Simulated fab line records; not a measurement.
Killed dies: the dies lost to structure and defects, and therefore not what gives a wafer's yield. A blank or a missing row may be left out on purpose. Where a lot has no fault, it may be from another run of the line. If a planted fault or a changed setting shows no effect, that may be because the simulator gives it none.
Matching of chambers -- flow n5-finfet -- rie-diel-02 running N5_BEOL_M2_STRIP_19: 4 sister chambers
The step strips in O2. 14 wafers are shown with their chamber, then 7 later ones without.

## WAFERS PAIRED WITH THEIR CHAMBERS
wafer,chamber,showerhead-plenum-p-Torr (Torr),throttle-valve-pct (%),drypump-motor-current-A (A)
L075.2,3,2.15,16.25,6.10
L075.5,2,2.01,16.45,6.18
L075.6,3,2.15,16.23,6.10
L081.2,1,2.22,16.34,6.28
L081.4,3,2.14,16.26,6.11
L081.6,0,2.06,16.60,6.28
L084.1,0,2.05,16.62,6.27
L084.2,1,2.22,16.35,6.26
L084.5,3,2.14,16.26,6.11
L083.3,3,2.14,16.26,6.12
L083.5,3,2.14,16.25,6.10
L083.6,0,2.05,16.60,6.32
L086.1,1,2.22,16.36,6.28
L086.2,2,2.00,16.49,6.17

SIGNATURES, as means of the wafers listed above
reading,chamber 0,chamber 1,chamber 2,chamber 3,scatter within a chamber
showerhead-plenum-p-Torr,2.0533,2.2200,2.0050,2.1433,0.005
throttle-valve-pct,16.6067,16.3500,16.4700,16.2517,0.014
drypump-motor-current-A,6.2900,6.2733,6.1750,6.1067,0.0143
Rule: distance of a wafer from a chamber = root of the sum over the readings of ((wafer's reading minus chamber's mean) / reading's scatter) squared. If the next closest chamber is less than 2 further off than the closest, the wafer can't be placed; otherwise it belongs to the closest. The scatter: the root of (the sum of the squares of (reading less its chamber's mean) over the shown wafers, divided by (wafers less chambers)).

## WAFERS WHOSE CHAMBER IS MISSING
wafer,showerhead-plenum-p-Torr (Torr),throttle-valve-pct (%),drypump-motor-current-A (A)
L086.4,2.14,16.26,6.11
L088.1,2.05,16.62,6.26
L088.3,2.14,16.27,6.13
L088.5,2.22,16.35,6.29
L097.1,2.21,16.40,6.28
L097.4,2.13,16.31,6.07
L097.5,2.04,16.67,6.31

## WHICH CHAMBER EACH WENT THROUGH
wafer,from the rows above,in truth
L086.4,3,3
L088.1,0,0
L088.3,3,3
L088.5,1,1
L097.1,1,1
L097.4,3,3
L097.5,0,0
7 of 7 placed correctly. Can't be placed from these rows: 0. Placed wrongly: 0.
